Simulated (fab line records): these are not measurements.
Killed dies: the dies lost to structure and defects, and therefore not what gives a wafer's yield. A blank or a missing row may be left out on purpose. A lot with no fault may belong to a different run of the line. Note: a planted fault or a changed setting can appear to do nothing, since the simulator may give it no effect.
fab line records	flow n5_finfet
record lots=8	wafers=24	last_day=17
route steps=1938 shown BEOL_M4@1111 BEOL_M5@1136 PASSIVATION@1936
lots untouched by any fault: they come from a run of this same line in which no faults occurred
start_h: start of the lot's first displayed wafer, in hours after the record's first day	wait_h: hours from the lot's prior step to this one	" the same as in the row above	L1.1+2: one row covering several wafers at once	- either no value or no given start	* or withheld: withheld	< > ~ a bound
route shown NAME@n: NAME is a module with steps in the file, n the number in the route of the first one	usual: average and standard deviation across the fault-free wafers	same: alike in all rows	chamber/n: place in a boat	sites: readings site by site	_std_site: their standard deviation	_edge_site: inner sites' mean taken away from outer sites' mean	radius_mm: how far each site lies from the wafer's centre	mask NAME#n: copy n	behind: tool/chamber where the wafer was last shaped	hold: why the lot went on hold/how many hours it stayed there/how the hold came to an end	device: whichever transistor did not switch (one of n, p or np)	end of line: the same wafers' tests at the end of the route	a step without rows: its recipe alone	killed: not the wafer's yield, but the dies lost to structure and defects at the first sort	map: the dies of a wafer, with x for killed, . for not killed, _ for no die there
set.NAME: the setting that was run; set.NAME@STEP: the one run at that earlier step	model.NAME: the simulator's own value behind a step, which no gauge read
steps of the route over a sample of lots; a table a step, a row a wafer
services: from which hour (start_h, from the record's first day; less than 0 if before it) a tool's chamber was out of use, for how many hours, and why
## steps
# step N5_BEOL_M4_RC_MEAS_101
# usual DIBL_N=36.5/2	DIBL_P=36.5/2.3	IOFF_N=0.16/0.036	IOFF_P=0.21/0.037	ION_N=672/12	ION_P=459/7.1	SS_N=71.6/0.73	SS_P=73.4/0.76	VT_N=250/3.3	VT_P=-250.5/2.9
lot.wafer	tool	chamber	start_h	wait_h	DIBL_N[mV/V]	DIBL_P[mV/V]	IOFF_N[nA/um]	IOFF_P[nA/um]	ION_N[uA/um]	ION_P[uA/um]	SS_N[mV/dec]	SS_P[mV/dec]	VT_N[mV]	VT_P[mV]
L770.2	prober-02	0	182.99	0.2	31.8	34.0	0.12	0.17	671	462	71.2	72.4	252	-250.3
L770.5	"	0	"	"	33.0	34.7	0.13	0.17	659	450	70.6	72.4	254	-253.8
L770.6	"	0	"	"	34.4	37.4	0.16	0.20	675	461	70.9	73.5	250	-249.8
L775.1	prober-01	0	194.93	0.0	32.9	33.3	0.11	0.17	671	465	70.6	72.2	253	-255.8
L775.4	"	0	"	"	36.0	36.4	0.15	0.21	682	468	70.7	73.5	249	-247.8
L775.5	"	0	"	"	31.2	31.0	0.10	0.14	672	465	69.7	72.0	257	-254.7
L780.1	prober-01	0	229.86	0.0	34.3	35.4	0.13	0.20	664	462	71.3	72.5	253	-249.4
L780.3	"	0	"	"	33.8	33.2	0.11	0.16	630	439	72.2	72.7	259	-255.7
L780.5	"	0	"	"	31.9	32.0	0.10	0.16	658	459	71.1	72.3	255	-251.8
L782.3	prober-01	0	257.46	0.3	38.3	36.8	0.19	0.25	684	464	71.7	74.4	245	-248.6
L782.5	"	0	"	"	39.4	37.8	0.24	0.27	693	465	72.8	74.5	243	-247.5
L782.6	"	0	"	"	38.6	37.5	0.21	0.27	680	462	72.3	74.3	247	-247.8
L784.2	prober-02	0	257.76	0.2	38.6	38.0	0.19	0.24	666	449	72.4	73.0	248	-249.1
L784.3	"	0	"	"	36.4	35.2	0.14	0.18	649	452	72.4	72.6	254	-252.1
L784.6	"	0	"	"	38.8	38.0	0.18	0.23	664	457	72.6	73.2	253	-249.6
L781.3	prober-02	0	260.43	0.3	36.6	37.2	0.17	0.23	676	463	71.1	73.9	250	-246.2
L781.4	"	0	"	"	37.1	38.2	0.18	0.26	684	472	71.7	74.3	246	-246.0
L781.5	"	0	"	"	34.2	34.3	0.12	0.18	663	460	70.6	72.4	255	-249.6
L791.4	prober-01	0	297.56	0.5	39.5	41.0	0.23	0.29	697	475	71.6	74.7	243	-246.4
L791.5	"	0	"	"	36.8	37.8	0.18	0.24	688	464	71.4	73.5	246	-246.8
L791.6	"	0	"	"	34.2	34.2	0.12	0.17	664	459	71.0	72.8	254	-250.7
L792.2	prober-01	0	309.41	0.2	38.1	41.2	0.24	0.30	691	474	72.1	73.9	243	-243.0
L792.3	"	0	"	"	37.5	39.5	0.21	0.26	684	467	71.8	74.3	248	-246.6
L792.5	"	0	"	"	37.7	39.4	0.21	0.26	661	449	72.3	74.0	247	-245.4
# step N5_BEOL_M5_HM_OPEN_17
# recipe chemistry=Cl2/BCl3	target_depth_a=200	overetch_a=60	target=TiN	mask_material=SOC	ion_energy_ev=150	pressure_mtorr=10	icp_w=1000	bias_w=126	Cl2_flow_sccm=53.25	bcl3_flow_sccm=21.75	Ar_flow_sccm=25
# usual drypump_motor_current_A=6.0/0.38	oes_product_au=0.65/0.092	throttle_valve_pct=22.12/0.25
lot.wafer	tool	chamber	start_h	wait_h	drypump_motor_current_A	oes_product_au	rf_hours_counter_h	throttle_valve_pct
L770.2	rie_metal-01	1	186.06	0.0	6.3	0.73	21	21.70
L770.5	"	1	"	"	6.3	0.73	-	21.70
L770.6	"	0	"	"	6.2	0.58	-	22.22
L775.1	rie_metal-01	1	198.59	0.0	6.3	0.72	22	21.72
L775.4	"	1	"	"	6.3	0.72	-	21.70
L775.5	"	1	"	"	6.3	0.71	-	21.73
L780.1	rie_metal-03	1	233.38	0.0	6.4	0.61	63	22.41
L780.3	"	1	"	"	6.4	0.62	-	22.42
L780.5	"	0	"	"	5.3	0.55	-	21.93
L782.3	rie_metal-01	1	260.14	0.1	6.3	0.69	-	21.74
L782.5	"	0	"	"	6.3	0.56	-	22.27
L782.6	"	1	"	"	6.3	0.69	-	21.75
L784.2	rie_metal-01	0	260.32	0.0	6.2	0.51	104	22.37
L784.3	"	0	"	"	6.3	0.57	-	22.26
L784.6	"	0	"	"	6.2	0.50	-	22.40
L781.3	rie_metal-01	1	263.20	0.1	6.3	0.69	-	21.73
L781.4	"	0	"	"	6.3	0.51	-	22.38
L781.5	"	1	"	"	6.3	0.69	-	21.71
L791.4	rie_metal-02	1	300.28	0.1	5.9	0.70	-	22.20
L791.5	"	0	"	"	5.9	0.81	-	22.10
L791.6	"	1	"	"	5.9	0.69	-	22.21
L792.2	rie_metal-02	0	312.78	0.0	5.9	0.80	5	22.10
L792.3	"	0	"	"	5.9	0.80	-	22.10
L792.5	"	0	"	"	5.9	0.81	-	22.11
# step N5_BEOL_M5_INSPECT_30
# recipe mode=adi	inspect_instrument=brightfield
# usual raw_defect_count=474/110
lot.wafer	tool	chamber	start_h	wait_h	raw_defect_count
L770.2	defect_inspect-02	-	189.51	0.0	588
L770.5	"	-	"	"	415
L770.6	"	-	"	"	482
L775.1	defect_inspect-02	-	202.26	0.1	392
L775.4	"	-	"	"	642
L775.5	"	-	"	"	476
L780.1	defect_inspect-02	-	234.80	0.1	474
L780.3	"	-	"	"	551
L780.5	"	-	"	"	585
L782.3	defect_inspect-02	-	261.54	0.0	327
L782.5	"	-	"	"	345
L782.6	"	-	"	"	271
L784.2	defect_inspect-02	-	261.76	0.0	695
L784.3	"	-	"	"	573
L784.6	"	-	"	"	752
L781.3	defect_inspect-01	-	264.19	0.0	395
L781.4	"	-	"	"	655
L781.5	"	-	"	"	446
L791.4	defect_inspect-01	-	302.95	0.0	491
L791.5	"	-	"	"	465
L791.6	"	-	"	"	528
L792.2	defect_inspect-02	-	313.72	0.0	446
L792.3	"	-	"	"	394
L792.5	"	-	"	"	539
# step N5_BEOL_M5_VIA_ETCH_34
# recipe chemistry=C4F6/O2	target=SiCOH_lowk	target_depth_a=883	mask_material=SOC	taper_deg=4	time_s=39.2	ion_energy_ev=250	pressure_mtorr=30	source_w=345	bias_w=185	Ar_flow_sccm=300	C4F6_flow_sccm=10	O2_flow_sccm=10
# usual drypump_motor_current_A=5.8/0.58	oes_product_au=0.77/0.087	rf_vpp_V=668/12	showerhead_plenum_p_Torr=2.83/0.083	throttle_valve_pct=20.8/0.31
lot.wafer	tool	chamber	start_h	wait_h	drypump_motor_current_A	oes_product_au	rf_hours_counter_h	rf_vpp_V	showerhead_plenum_p_Torr	throttle_valve_pct
L770.2	rie_diel-03	2	189.72	0.0	5.6	0.73	207	674	2.82	21.1
L770.5	"	1	"	"	6.3	0.70	-	679	2.92	20.6
L770.6	"	0	"	"	5.1	0.69	-	669	2.83	21.3
L775.1	rie_diel-04	1	202.47	0.0	5.3	0.83	94	682	2.74	20.4
L775.4	"	0	"	"	5.9	0.74	137	641	2.62	20.8
L775.5	"	0	"	"	5.9	0.73	-	641	2.62	20.8
L780.1	rie_diel-04	2	235.21	0.0	5.2	0.73	165	668	2.84	20.5
L780.3	"	1	"	"	5.3	0.81	99	681	2.74	20.4
L780.5	"	2	"	"	5.2	0.73	-	668	2.84	20.5
L782.3	rie_diel-03	2	262.02	0.0	5.7	0.72	229	674	2.81	21.1
L782.5	"	0	"	"	5.1	0.98	-	667	2.83	21.0
L782.6	"	1	"	"	6.3	0.69	-	679	2.91	20.6
L784.2	rie_diel-02	0	262.29	0.0	5.8	0.28	245	642	2.92	21.4
L784.3	"	3	"	"	6.6	0.84	71	672	2.79	20.6
L784.6	"	1	"	"	6.6	0.27	-	674	2.91	20.9
L781.3	rie_diel-04	3	264.61	0.0	6.2	0.71	228	667	2.82	20.9
L781.4	"	2	"	"	5.2	0.32	173	667	2.84	20.4
L781.5	"	2	"	"	5.2	0.73	-	670	2.84	20.5
L791.4	rie_diel-03	1	303.16	0.0	6.3	0.94	6	677	2.90	20.3
L791.5	"	0	"	"	5.1	0.93	-	667	2.82	21.0
L791.6	"	1	"	"	6.3	0.94	-	678	2.90	20.3
L792.2	rie_diel-03	3	314.04	0.0	5.8	0.74	134	668	2.85	20.7
L792.3	"	1	"	"	6.4	0.93	10	677	2.90	20.3
L792.5	"	2	"	"	5.6	0.70	-	672	2.80	21.1
# step N5_BEOL_M5_STRIP_91
# recipe chemistry=N2/H2	time_s=10	power_w=450	temp_c=40	pressure_mtorr=20	rf_frequency_hz=6e+07	bias_power_w=7	n2_flow_sccm=200	h2_flow_sccm=200
# usual drypump_motor_current_A=5.8/0.58	oes_product_au=0.77/0.086	rf_vpp_V=59.2/0.81	showerhead_plenum_p_Torr=2.52/0.077	temp_c=40.01/0.11	throttle_valve_pct=23.6/0.33
lot.wafer	tool	chamber	start_h	wait_h	drypump_motor_current_A	oes_product_au	rf_hours_counter_h	rf_vpp_V	showerhead_plenum_p_Torr	temp_c	throttle_valve_pct
L770.2	rie_diel-03	2	-	-	5.6	0.73	207	58.3	2.50	39.94	23.8
L770.5	"	1	"	"	6.3	0.69	-	60.7	2.61	40.06	23.3
L770.6	"	0	"	"	5.1	0.70	-	59.4	2.49	40.18	23.9
L775.1	rie_diel-04	1	-	-	5.3	0.82	94	59.6	2.46	40.04	23.4
L775.4	"	0	"	"	6.0	0.74	137	57.9	2.36	39.79	23.7
L775.5	"	0	"	"	6.0	0.74	-	57.7	2.36	39.84	23.7
L780.1	rie_diel-04	2	-	-	5.2	0.74	165	58.7	2.53	40.10	23.4
L780.3	"	1	"	"	5.3	0.81	99	59.2	2.45	39.96	23.5
L780.5	"	2	"	"	5.2	0.74	-	59.1	2.53	39.77	23.4
L782.3	rie_diel-03	2	-	-	5.6	0.71	229	58.1	2.49	39.72	23.9
L782.5	"	0	"	"	5.1	0.98	-	58.4	2.48	40.02	23.7
L782.6	"	1	"	"	6.3	0.67	-	60.0	2.60	39.98	23.3
L784.2	rie_diel-02	0	-	-	5.7	0.69	245	60.0	2.62	40.19	24.4
L784.3	"	3	"	"	6.6	0.85	71	58.6	2.45	40.09	23.0
L784.6	"	1	"	"	6.6	0.68	-	59.7	2.62	39.95	23.9
L781.3	rie_diel-04	3	-	-	6.2	0.71	228	58.5	2.50	40.19	23.6
L781.4	"	2	"	"	5.2	0.72	173	60.9	2.52	39.98	23.4
L781.5	"	2	"	"	5.2	0.73	-	60.5	2.52	39.97	23.4
L791.4	rie_diel-03	1	-	-	6.3	0.93	6	57.8	2.60	40.05	23.0
L791.5	"	0	"	"	5.1	0.93	-	59.5	2.48	39.84	23.7
L791.6	"	1	"	"	6.3	0.94	-	60.6	2.60	40.20	23.0
L792.2	rie_diel-03	3	-	-	5.8	0.75	134	60.8	2.56	40.01	23.7
L792.3	"	1	"	"	6.3	0.92	10	59.7	2.60	39.88	23.0
L792.5	"	2	"	"	5.6	0.70	-	58.1	2.48	40.06	23.9
# step N5_BEOL_M5_OCD_MEAS_38
# usual trench_depth_nm=71.1/1.4
lot.wafer	tool	chamber	start_h	wait_h	trench_depth_nm
L770.2	ocd-01	-	189.96	-	71.5
L770.5	"	-	"	"	71.1
L770.6	"	-	"	"	69.7
L775.1	ocd-01	-	202.71	-	72.7
L775.4	"	-	"	"	71.3
L775.5	"	-	"	"	70.5
L780.1	ocd-02	-	235.45	-	70.0
L780.3	"	-	"	"	71.9
L780.5	"	-	"	"	69.7
L782.3	ocd-02	-	262.27	-	70.0
L782.5	"	-	"	"	72.7
L782.6	"	-	"	"	70.2
L784.2	ocd-02	-	262.53	-	3.3
L784.3	"	-	"	"	73.2
L784.6	"	-	"	"	2.5
L781.3	ocd-02	-	264.85	-	70.7
L781.4	"	-	"	"	7.7
L781.5	"	-	"	"	69.1
L791.4	ocd-02	-	303.41	-	72.4
L791.5	"	-	"	"	71.0
L791.6	"	-	"	"	72.4
L792.2	ocd-02	-	314.29	-	72.0
L792.3	"	-	"	"	72.7
L792.5	"	-	"	"	70.3
# step N5_BEOL_M5_CD_MEAS_35
# recipe target_cd_nm=28	target_cd_y_nm=24	polarity=opening
# usual cd_nm=27.9/0.36
lot.wafer	tool	chamber	start_h	wait_h	cd_nm
L770.2	cd_sem-01	-	190.12	0.0	27.7
L770.5	"	-	"	"	27.6
L770.6	"	-	"	"	27.2
L775.1	cd_sem-01	-	202.88	0.0	27.3
L775.4	"	-	"	"	27.5
L775.5	"	-	"	"	27.7
L780.1	cd_sem-01	-	235.60	0.0	28.5
L780.3	"	-	"	"	27.9
L780.5	"	-	"	"	28.1
L782.3	cd_sem-02	-	262.42	0.0	27.5
L782.5	"	-	"	"	28.2
L782.6	"	-	"	"	27.5
L784.2	cd_sem-03	-	262.68	0.0	-
L784.3	"	-	"	"	27.7
L784.6	"	-	"	"	-
L781.3	cd_sem-02	-	265.01	0.0	27.6
L781.4	"	-	"	"	-
L781.5	"	-	"	"	28.1
L791.4	cd_sem-03	-	303.56	0.0	28.1
L791.5	"	-	"	"	27.6
L791.6	"	-	"	"	27.9
L792.2	cd_sem-02	-	314.44	0.0	27.6
L792.3	"	-	"	"	28.2
L792.5	"	-	"	"	27.6
# step N5_BEOL_M5_CURE_80
# recipe temp_c=370	time_s=120	ambient=DMADMS/He	material=SiCOH_lowk
# usual lamp_power_pct=52.31/0.059	wafer_temp_C_max=371.5/0.45
lot.wafer	tool	chamber	start_h	wait_h	lamp_power_pct	wafer_temp_C_max
L770.2	uv_cure-01	2	190.21	0.1	52.32	370.9
L770.5	"	2	"	"	52.28	370.7
L770.6	"	2	"	"	52.39	371.4
L775.1	uv_cure-02	0	202.92	0.0	52.44	371.6
L775.4	"	0	"	"	52.34	372.5
L775.5	"	0	"	"	52.31	371.2
L780.1	uv_cure-02	1	235.65	0.0	52.24	371.2
L780.3	"	1	"	"	52.42	371.4
L780.5	"	1	"	"	52.23	371.6
L782.3	uv_cure-03	0	262.65	0.2	52.23	371.5
L782.5	"	0	"	"	52.27	372.8
L782.6	"	0	"	"	52.27	372.2
L784.2	uv_cure-02	1	262.77	0.1	52.30	371.6
L784.3	"	1	"	"	52.37	371.9
L784.6	"	1	"	"	52.34	371.8
L781.3	uv_cure-01	2	265.46	0.5	52.31	370.7
L781.4	"	2	"	"	52.32	371.0
L781.5	"	2	"	"	52.36	370.6
L791.4	uv_cure-03	2	303.75	0.2	52.25	371.2
L791.5	"	2	"	"	52.36	371.9
L791.6	"	2	"	"	52.30	371.6
L792.2	uv_cure-03	1	314.53	0.1	52.25	371.8
L792.3	"	1	"	"	52.26	371.5
L792.5	"	1	"	"	52.29	371.4
# step N5_BEOL_M5_THK_MEAS_53
# recipe thk_meas_gauge=xrf	reads=Cu_of_BEOL_M5_ECD_50
# usual M5_THK=62.4/1.9
lot.wafer	tool	chamber	start_h	wait_h	M5_THK[nm]
L770.2	film_metro-01	-	196.65	-	62.1
L770.5	"	-	"	"	62.2
L770.6	"	-	"	"	59.8
L775.1	film_metro-02	-	212.27	-	64.8
L775.4	"	-	"	"	62.8
L775.5	"	-	"	"	62.6
L780.1	film_metro-02	-	242.02	-	57.5
L780.3	"	-	"	"	63.1
L780.5	"	-	"	"	57.3
L782.3	film_metro-02	-	269.45	-	61.7
L782.5	"	-	"	"	63.5
L782.6	"	-	"	"	62.2
L784.2	film_metro-01	-	269.82	-	-
L784.3	"	-	"	"	64.1
L784.6	"	-	"	"	-
L781.3	film_metro-02	-	274.64	-	61.2
L781.4	"	-	"	"	-
L781.5	"	-	"	"	62.7
L791.4	film_metro-01	-	309.97	-	63.4
L791.5	"	-	"	"	60.8
L791.6	"	-	"	"	61.6
L792.2	film_metro-01	-	325.26	-	61.3
L792.3	"	-	"	"	63.9
L792.5	"	-	"	"	62.3
# step N5_PASSIVATION_PROBE_49
# usual defect_limited_yield=91.4/1.4	killed_at_M0_to_M3=33/11	killed_at_M4_up=13/5.3	killed_at_contacts=13/6.1	killed_at_front_end=40/11	killed_at_other=2.9/2.7	killed_dies=102/17	killed_on_rim=14/4.2	killed_open=68/13	killed_short=32/7.5	sort_bin_4_leakage=0.00/0.022	sort_bin_5_function=5.1/0.98	sort_bin_6_memory=3.2/0.69	sort_bin_8_speed=0.1/1.1	sort_n_pass=1077/21	sort_yield_pct=91.3/1.7
# same gross_dies=1180	killed_at_back_side=0
lot.wafer	tool	chamber	start_h	wait_h	defect_limited_yield[%]	killed_at_M0_to_M3	killed_at_M4_up	killed_at_contacts	killed_at_front_end	killed_at_other	killed_dies	killed_on_rim	killed_open	killed_short	sort_bin_4_leakage[%]	sort_bin_5_function[%]	sort_bin_6_memory[%]	sort_bin_8_speed[%]	sort_n_pass	sort_yield_pct[%]
L780.1	prober-01	-	343.56	0.0	94.0	18	7	19	25	2	71	10	55	16	0	3.8	2.1	0	1109	94.0
L780.3	prober-01	-	343.66	0.1	92.2	29	19	11	32	1	92	15	67	24	0	4.4	3.3	12.7	938	79.5
L780.5	prober-01	-	343.76	0.2	93.6	16	12	13	33	2	76	12	50	25	0	3.6	2.5	0	1104	93.6
L784.2	prober-01	-	378.43	0.1	4.5	30	1059	7	30	1	1127	136	56	19	0	92.6	2.7	0	53	4.5
L784.3	prober-01	-	378.48	0.1	90.9	54	4	6	42	1	107	11	67	38	0	5.6	2.7	0	1073	90.9
L784.6	prober-01	-	378.63	0.3	1.4	27	1088	15	33	0	1163	151	58	21	0	95.4	3.0	0	17	1.4
L781.3	prober-02	-	390.38	0.1	91.6	36	11	11	28	13	99	10	66	32	0	4.6	3.3	0	1081	91.6
L781.4	prober-02	-	390.43	0.2	8.3	28	1001	13	36	4	1082	113	57	31	0	88.1	3.2	0	98	8.3
L781.5	prober-02	-	390.48	0.2	90.9	39	12	10	41	5	107	14	75	30	0	5.3	3.5	0	1073	90.9
# killed by level:class
L780.1 MOL_CONTACT_COAG:geometric_particle:open=17 BEOL_M1:geometric_particle:open=6 STI_FIN_REVEAL:geometric_particle:open=5 BEOL_M2:geometric_particle:open=5 STARTING-WAFER:geometric_particle:open=4 FIN_SAQP:geometric_particle:open=3 FIN_SAQP:geometric_particle:short=3 DUMMY_GATE:geometric_particle:open=3
L780.3 FIN_SAQP:geometric_particle:open=14 MOL_CONTACT_COAG:geometric_particle:open=9 BEOL_M5:geometric_particle:open=8 BEOL_M0_SAQP:geometric_particle:short=7 BEOL_M0_SAQP:geometric_particle:open=5 BEOL_M3:geometric_particle:open=5 FIN_SAQP:geometric_particle:short=4 BEOL_M2:geometric_particle:open=4
L780.5 FIN_SAQP:geometric_particle:short=10 MOL_CONTACT_COAG:geometric_particle:open=10 FIN_SAQP:geometric_particle:open=9 STI_FIN_REVEAL:geometric_particle:open=6 BEOL_M4:geometric_particle:open=6 BEOL_M0_SAQP:geometric_particle:short=5 STARTING-WAFER:geometric_particle:open=3 GATE_CUT:geometric_particle:short=3
L784.2 BEOL_M5:area_open=1052 FIN_SAQP:geometric_particle:open=12 BEOL_M0_SAQP:geometric_particle:open=7 MOL_CONTACT_COAG:geometric_particle:open=6 BEOL_M0_SAQP:geometric_particle:short=6 FIN_SAQP:geometric_particle:short=5 BEOL_M2:geometric_particle:open=5 BEOL_M4:geometric_particle:open=5
L784.3 BEOL_M0_SAQP:geometric_particle:open=15 BEOL_M0_SAQP:geometric_particle:short=14 FIN_SAQP:geometric_particle:open=13 BEOL_M2:geometric_particle:open=10 FIN_SAQP:geometric_particle:short=6 MOL_CONTACT_COAG:geometric_particle:open=6 BEOL_M2:geometric_particle:short=6 GATE_CUT:geometric_particle:short=5
L784.6 BEOL_M5:area_open=1084 MOL_CONTACT_COAG:geometric_particle:open=11 FIN_SAQP:geometric_particle:open=10 BEOL_M3:geometric_particle:open=10 DUMMY_GATE:geometric_particle:open=6 BEOL_M0_SAQP:geometric_particle:short=5 BEOL_M0_SAQP:geometric_particle:open=5 MOL_CONTACT_COAG:geometric_particle:short=4
L781.3 BEOL_M0_SAQP:geometric_particle:open=11 BEOL_M0_SAQP:geometric_particle:short=10 MOL_CONTACT_COAG:geometric_particle:open=9 STARTING-WAFER:geometric_particle:short=7 FIN_SAQP:geometric_particle:open=6 BEOL_M2:geometric_particle:open=6 PASS1_CAP:geometric_particle:open=5 GATE_CUT:geometric_particle:open=4
L781.4 BEOL_M5:area_open=994 BEOL_M2:geometric_particle:open=12 FIN_SAQP:geometric_particle:open=11 MOL_CONTACT_COAG:geometric_particle:open=10 GATE_CUT:geometric_particle:short=8 BEOL_M0_SAQP:geometric_particle:open=4 BEOL_M0_SAQP:geometric_particle:short=4 STARTING-WAFER:geometric_particle:short=4
L781.5 FIN_SAQP:geometric_particle:open=12 MOL_CONTACT_COAG:geometric_particle:open=9 BEOL_M4:geometric_particle:open=9 FIN_SAQP:geometric_particle:short=8 BEOL_M2:geometric_particle:open=8 BEOL_M0_SAQP:geometric_particle:open=7 BEOL_M0_SAQP:geometric_particle:short=7 BEOL_M1:geometric_particle:open=7
## services
tool	chamber	start_h	hours	kind
uv_cure-03	-	164.66	1.0	pm
uv_cure-02	-	168.16	7.5	repair
uv_cure-03	-	172.16	2.1	pm
uv_cure-03	-	184.41	0.9	repair
uv_cure-01	-	191.99	22.2	pm
uv_cure-03	-	198.18	3.4	pm
rie_metal-03	1	198.33	4.6	repair
rie_diel-04	1	209.51	16.5	repair
uv_cure-01	-	214.19	2.1	pm
rie_metal-03	0	219.50	2.8	repair
rie_metal-02	0	233.41	-	clean
rie_diel-02	0	238.33	5.8	repair
rie_diel-03	0	241.10	-	clean
rie_diel-03	0	241.10	-	consumable_replace:focus_ring
rie_diel-03	0	241.10	13.3	scheduled_down
rie_diel-03	0	241.10	13.3	vent_cycle
rie_diel-03	1	264.73	-	clean
rie_diel-03	1	264.73	-	consumable_replace:focus_ring
rie_diel-03	1	264.73	16.1	scheduled_down
rie_diel-03	1	264.73	16.1	vent_cycle
uv_cure-02	-	270.32	7.5	pm
rie_diel-03	-	271.55	14.6	pm
uv_cure-02	-	281.91	2.4	repair
uv_cure-01	-	309.58	0.8	repair
## key
first_sign step=N5_BEOL_M5_VIA_ETCH_34	reading=oes_product_au	direction=down	sigmas=5.5	usual=0.77	struck=0.29
effect step=N5_BEOL_M5_OCD_MEAS_38	reading=trench_depth_nm	direction=down	sigmas=48	usual=71.1	struck=4.5
effect step=N5_BEOL_M5_CD_MEAS_35	reading=cd_nm	direction=missing
effect step=N5_BEOL_M5_THK_MEAS_53	reading=M5_THK	direction=missing
effect step=N5_PASSIVATION_PROBE_49	reading=killed_at_M4_up	direction=up	sigmas=99+	usual=13	struck=1049
more_kills_born_at N5_BEOL_M5_HM_OPEN_17@rie_metal-01=3130
met_at N5_BEOL_M5_HM_OPEN_17
struck_lots L781,L784
struck_wafers L781.4,L784.2,L784.6
later_rows_left_out L781.4,L784.2,L784.6
not_acting_at N5_BEOL_M5_INSPECT_30,N5_BEOL_M5_STRIP_91,N5_BEOL_M5_CURE_80
onset_between 260.14 260.32
fault kind=process_parameter_drift	tool=rie_metal-01	chamber=-	onset_h=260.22	steps=N5_BEOL_M5_HM_OPEN_17	channel=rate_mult	offset=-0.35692	shape=step	end_h=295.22	scope=struck_wafers_only
# later_rows_left_out: the simulator's readings of these wafers behind a module that went badly wrong aren't trusted and aren't shown, but for the sort
